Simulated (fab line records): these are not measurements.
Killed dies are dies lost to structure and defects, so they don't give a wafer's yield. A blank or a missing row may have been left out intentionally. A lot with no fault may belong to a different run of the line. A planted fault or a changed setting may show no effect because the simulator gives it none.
A lot that was struck, set against a sound lot + flow n5Finfet + 28 steps out of a route of 1938
Sound: the wafers L710.1, L710.3, L710.5. Struck: wafer L700.6 (left out: L700.4, a lot-mate that was not struck); the cause follows at the end.
Each step with rows lists, per side, the tool, then ch with its chambers, then its first start. Under that, the readings that differ: sound wafers + struck wafers + difference of the means + sigmas: that difference in standard deviations of wafers without a fault.
alike: readings with means less than 2 such deviations apart, plus words and numbers identical on both sides. not compared: withheld readings, readings lacking a value on some wafer, bounds such as >300 that could conceal the same value, and numbers that have no deviation in the record and whose values overlap.
A row with sigmas, a row that says differs or no value, or rows on one side alone: a step with any of these is where the two part. Numbers that have no deviation but don't overlap get no sigmas and don't part them. A reading missing from all wafers of one side parts the sides only when that side holds two or more wafers.

first, 4 steps without rows for these wafers: N5_STI_FIN_REVEAL_ALD_14 (deposits Si3N4, target thk 3 nm); N5_STI_FIN_REVEAL_FCVD_FILL_01 (material SiO2 flowable, target thk 312 nm, time 512.2 s); N5_STI_FIN_REVEAL_DENSIFY_02 (time 1800 s); N5_STI_FIN_REVEAL_CMP_04 (polishes, stops on Si3N4, t overpolish 4 s, target thk 131.83 nm).
N5_STI_FIN_REVEAL_THK_MEAS_05:
  sound: filmMetro-02 at day 6 21:28; struck: filmMetro-02 at day 4 09:10
  alike: thkNm
N5_STI_FIN_REVEAL_DENSIFY_30:
  sound on rtpAnneal-01 ch 0, day 6 21:40; struck on rtpAnneal-01 ch 0, day 4 09:17
  alike: lampPowerPct, lamp_zone_6_pct
  not compared: wafer_temp_C_max
then, 1 step without rows for these wafers: N5_STI_FIN_REVEAL_ETCHBACK_08 (etches SiO2 in C4F6/O2, target depth 30.5 nm, time 10.167 s).
N5_STI_FIN_REVEAL_STRIP_24: strips in N2/H2, time 90 s.
  sound on rieDiel-04 ch 1,3, day 6 22:07; struck on rieDiel-01 ch 2, day 4 09:29
| reading              | sound             | struck | difference | sigmas |
|----------------------|-------------------|--------|------------|--------|
| oesProductAu (a.u.)  | 0.66 0.71 0.71    | 0.90   | +0.21      | +2     |
| throttleValvePct (%) | 12.33 12.53 12.51 | 11.79  | -0.67      | -2     |
  alike: drypumpMotorCurrentA, rfVppV, showerheadPlenumPTorr
  not compared: rfHoursCounterH
then, 4 steps without rows for these wafers: N5_STI_FIN_REVEAL_PRECLEAN_25 (cleans in SPM, time 90 s); N5_STI_FIN_REVEAL_PRECLEAN_26 (cleans in SC1, time 45 s); N5_STI_FIN_REVEAL_PRECLEAN_29 (cleans in DHF, time 30 s); N5_STI_FIN_REVEAL_SRD_12 (time 30 s).
N5_STI_FIN_REVEAL_RECESS_09: chemistry HF/NH3, target SiO2, afs cycles 11, target depth 42.5 nm, sublimation time 60 s.
  sound on vaporEtch-02 ch 0,1, day 6 22:24; struck on vaporEtch-01 ch 1, day 4 10:11
  alike: drypumpMotorCurrentA, sublimationTempC
then, 2 steps without rows for these wafers: N5_STI_FIN_REVEAL_STRIP_16 (strips SiNx in H3PO4, target depth 23.8 nm); N5_STI_FIN_REVEAL_PRECLEAN_17 (cleans in NF3:NH3, afs cycles 1, time 20 s, sublimation time 60 s).
N5_STI_FIN_REVEAL_ETCH_34: etches Si in H2, material Si, target depth 0.97 nm.
  sound on rieSi-06 ch 0,3, day 7 00:29; struck on rieSi-06 ch 0, day 4 11:44
  alike: drypumpMotorCurrentA, oesProductAu, throttleValvePct
  not compared: rfHoursCounterH
N5_STI_FIN_REVEAL_OXIDATION_31: chemistry O2 PLASMA REMOTE, time 20 s.
  sound on plasmaAsher-01 ch 1, day 7 00:33; struck on plasmaAsher-01 ch 0, day 4 11:49
  alike: drypumpMotorCurrentA, heaterPowerW, tempCMax
  not compared: rfHoursCounterH
then, 3 steps without rows for these wafers: N5_STI_FIN_REVEAL_PRECLEAN_32 (cleans in NF3:NH3, afs cycles 1, time 20 s, sublimation time 60 s); N5_STI_FIN_REVEAL_STRIP_35 (strips Si3N4 in H3PO4, target depth 4 nm, time 39 s); N5_STI_FIN_REVEAL_SRD_21 (time 30 s).
N5_STI_FIN_REVEAL_OXIDATION_33: chemistry O2 PLASMA REMOTE, time 20 s.
  sound on plasmaAsher-01 ch 0,1, day 7 00:55; struck on plasmaAsher-02 ch 0, day 4 12:10
  alike: drypumpMotorCurrentA, heaterPowerW, tempCMax
  not compared: rfHoursCounterH
then, 2 steps without rows for these wafers: N5_STI_FIN_REVEAL_CLEAN_19 (cleans in O3/DIW, time 120 s); N5_STI_FIN_REVEAL_SRD_23 (time 30 s).
N5_STI_FIN_REVEAL_CD_MEAS_22: target cd 6.238 nm, pitch 28 nm.
  sound: cdSem-01 at day 7 01:04; struck: cdSem-03 at day 4 12:19
  alike: cdNm
N5_STI_FIN_REVEAL_FIN_H_MEAS_10:
  sound: ocd-02 at day 7 01:06; struck: ocd-01 at day 4 12:21
| reading            | sound          | struck | difference | sigmas |
|--------------------|----------------|--------|------------|--------|
| trenchDepthNm (nm) | 51.4 51.2 51.4 | 59.1   | +7.8       | +9     |
then, 1 step without rows for these wafers: N5_STI_FIN_REVEAL_PRECLEAN_18 (cleans in SC2, time 45 s).
-- the record jumps here: 5 days lie between the struck wafers' starts before and after (it left off in module STI_FIN_REVEAL and takes up again in module BEOL_M4, whose first step shown is number 1111 of the route) --
N5_BEOL_M4_RC_MEAS_101:
  sound on prober-02 ch 0, day 12 20:23; struck on prober-02 ch 0, day 9 23:01
| reading       | sound       | struck | difference | sigmas |
|---------------|-------------|--------|------------|--------|
| ION_N (uA/um) | 652 683 683 | 729    | +56        | +4     |
| ION_P (uA/um) | 458 470 464 | 486    | +22        | +2     |
  alike: DIBL_N, DIBL_P, IOFF_N, IOFF_P, SS_N, SS_P, VT_N, VT_P
N5_PASSIVATION_PROBE_49:
  sound wafers here have rows in the record (prober-02, day 17 03:31); struck ones have none

WHERE THEY PART
At N5_STI_FIN_REVEAL_STRIP_24 first; at N5_PASSIVATION_PROBE_49 last (within this record only).

WHY: the cause the simulator had injected
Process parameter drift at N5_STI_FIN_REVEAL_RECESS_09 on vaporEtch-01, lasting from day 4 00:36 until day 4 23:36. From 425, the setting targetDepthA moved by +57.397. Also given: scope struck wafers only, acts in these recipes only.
